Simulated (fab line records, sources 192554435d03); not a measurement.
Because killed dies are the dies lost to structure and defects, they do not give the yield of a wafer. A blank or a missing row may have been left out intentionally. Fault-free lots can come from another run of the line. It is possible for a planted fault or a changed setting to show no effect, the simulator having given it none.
Matching of chambers + flow n5 finfet + N5_FIN_SAQP_PECVD_06 on pecvd-03 has 3 sister chambers
The step deposits a-Si from SiH4/He, target thk 60 nm, time 48.1 s. 14 wafers are shown with their chamber, then 7 later ones without.

WAFERS PAIRED WITH THEIR CHAMBERS
| wafer  | chamber | throttle valve pct (%) | showerhead plenum p Torr (Torr) | heater power w (W) |
|--------|---------|------------------------|---------------------------------|--------------------|
| L076.3 | 0       | 19.0                   | 5.621                           | 864                |
| L076.4 | 2       | 16.6                   | 5.658                           | 919                |
| L076.6 | 1       | 17.8                   | 5.668                           | 1086               |
| L083.1 | 2       | 16.9                   | 5.665                           | 903                |
| L083.4 | 2       | 16.9                   | 5.657                           | 897                |
| L083.5 | 1       | 17.8                   | 5.681                           | 963                |
| L085.3 | 2       | 16.8                   | 5.651                           | 938                |
| L085.5 | 0       | 19.0                   | 5.611                           | 817                |
| L085.6 | 2       | 16.7                   | 5.644                           | 983                |
| L086.2 | 2       | 16.7                   | 5.676                           | 973                |
| L086.3 | 1       | 17.9                   | 5.674                           | 1046               |
| L086.6 | 2       | 16.8                   | 5.650                           | 993                |
| L090.1 | 0       | 18.8                   | 5.617                           | 792                |
| L090.4 | 2       | 16.7                   | 5.672                           | 906                |

SIGNATURES (means of the wafers above)
| reading                  | chamber 0 | chamber 1 | chamber 2 | scatter within a chamber |
|--------------------------|-----------|-----------|-----------|--------------------------|
| throttle valve pct       | 18.933    | 17.833    | 16.762    | 0.101                    |
| showerhead plenum p Torr | 5.61633   | 5.67433   | 5.65913   | 0.00955                  |
| heater power w           | 824.33    | 1031.67   | 939.00    | 43.8                     |
Rule: for each reading, subtract the chamber's mean from the wafer's reading, divide by that reading's scatter and square the result; add these up over the readings and take the root, which gives the wafer's distance from the chamber. If the next closest chamber is less than 2 further off than the closest, the wafer can't be placed; otherwise it belongs to the closest. How the scatter is found: for the shown wafers, subtract from each reading the mean of its chamber, square and add these, divide the total by (wafers less chambers), then take the root.

WAFERS MISSING THEIR CHAMBER
| wafer  | throttle valve pct (%) | showerhead plenum p Torr (Torr) | heater power w (W) |
|--------|------------------------|---------------------------------|--------------------|
| L090.5 | 17.6                   | 5.691                           | 1060               |
| L094.2 | 19.0                   | 5.625                           | 928                |
| L094.3 | 16.6                   | 5.665                           | 941                |
| L094.4 | 16.9                   | 5.668                           | 971                |
| L097.2 | 19.0                   | 5.603                           | 858                |
| L097.4 | 16.7                   | 5.655                           | 976                |
| L097.5 | 19.0                   | 5.620                           | 871                |

CHAMBER TAKEN BY EACH
| wafer  | from the rows above | in truth |
|--------|---------------------|----------|
| L090.5 | 1                   | 1        |
| L094.2 | 0                   | 0        |
| L094.3 | 2                   | 2        |
| L094.4 | 2                   | 2        |
| L097.2 | 0                   | 0        |
| L097.4 | 2                   | 2        |
| L097.5 | 0                   | 0        |
Placed correctly: 7 of 7. Not placeable from these rows: 0. 0 placed wrongly.
